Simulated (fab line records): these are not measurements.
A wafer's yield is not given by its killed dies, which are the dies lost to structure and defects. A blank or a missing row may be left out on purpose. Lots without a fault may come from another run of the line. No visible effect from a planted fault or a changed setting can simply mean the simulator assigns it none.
Split-lot trial	flow n5_finfet	21 wafers read from 7 lots, route of 1938 steps

== ON THE SPLIT ==
At N5_BEOL_M11_EXPOSE_25 (exposes mask V10), the setting dose_mj was moved away from the recipe's 85.5 on 7 of the 21 wafers read, by -7.4% to +5.7%. The other wafers ran this setting at the recipe's value.

== FROM THE SPLIT TO THE READING: what the file shows between them, 2 steps ==
- N5_BEOL_M11_PEB_26: peb time 60 s
- N5_BEOL_M11_DEVELOP_27: develop time 30 s

== THE READING ==
cd_nm at N5_BEOL_M11_CD_MEAS_28, given in nm (cd target 70 nm). Fault-free wafers of this fab line usually give 69.9 nm, standard deviation 1 nm.

wafer	tool, chamber at the split	dose_mj as run	against the recipe	cd_nm, nm	against lot-mates on the recipe
L075.1	arfi_scanner-01, 0	85.5	recipe	69.2	-
L075.2	arfi_scanner-01, 0	85.5	recipe	69.3	-
L075.5	arfi_scanner-01, 0	85.5	recipe	70.2	-
L082.1	arfi_scanner-01, 0	85.5	recipe	70.9	-
L082.3	arfi_scanner-01, 0	85.5	recipe	71.0	-
L082.4	arfi_scanner-01, 0	85.5	recipe	69.0	-
L085.1	arfi_scanner-02, 0	89.3	+4.4%	72.7	no lot-mate on the recipe
L085.5	arfi_scanner-02, 0	89.3	+4.4%	75.2	no lot-mate on the recipe
L085.6	arfi_scanner-02, 0	89.3	+4.4%	72.5	no lot-mate on the recipe
L080.1	arfi_scanner-01, 0	85.5	recipe	67.8	-
L080.5	arfi_scanner-01, 0	79.21	-7.4%	61.6	-6.6
L080.6	arfi_scanner-01, 0	85.5	recipe	68.6	-
L084.1	arfi_scanner-02, 0	87.28	+2.1%	72.0	+2.6
L084.2	arfi_scanner-02, 0	85.5	recipe	68.6	-
L084.4	arfi_scanner-02, 0	85.5	recipe	70.2	-
L089.3	arfi_scanner-01, 0	90.37	+5.7%	73.6	+4.4
L089.4	arfi_scanner-01, 0	85.5	recipe	69.8	-
L089.6	arfi_scanner-01, 0	85.5	recipe	68.5	-
L094.1	arfi_scanner-01, 0	82.71	-3.3%	68.1	-3.1
L094.4	arfi_scanner-01, 0	85.5	recipe	71.5	-
L094.6	arfi_scanner-01, 0	85.5	recipe	70.9	-

THE FIT
A straight line over all 21 wafers: cd_nm changes by +0.889 nm for each +1% of dose_mj; r = +0.91; the points scatter about the line by 1.2 nm.
The same after taking each lot's own level away (the mean of its wafers on the recipe; 18 wafers): +0.88 nm for each +1%; r = +0.96; scatter 0.65 nm.
The reading moves by 6.5 nm for the largest change in dose_mj, on that fit.
The span of the lots' own levels, 68.20 to 71.20 nm, comes to 3.0 times the standard deviation stated above.
Consequently the slope shifts little with the lot-to-lot level, the two slopes agreeing.
Check: with one of the wafers moved furthest among these (-7.4%) left out of the fit, the line predicts -6.33 nm for it against its lot-mates. It came out at -6.6 nm against them.

== ADDITIONAL SPLITS CARRIED BY THESE WAFERS ==
These wafers also went through other splits before the reading. Each is held against what the fit with the lots' levels taken away leaves over:
other split on the same wafers	wafers away from the commonest value	r with cd_nm (lot level and that fit taken away)
N5_BEOL_M10_HM_DEP_02 target_thk_a	7	+0.09

== FILE'S OWN FIT ==
cd_nm changes by +0.882 nm for each +1% of dose_mj, r = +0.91.
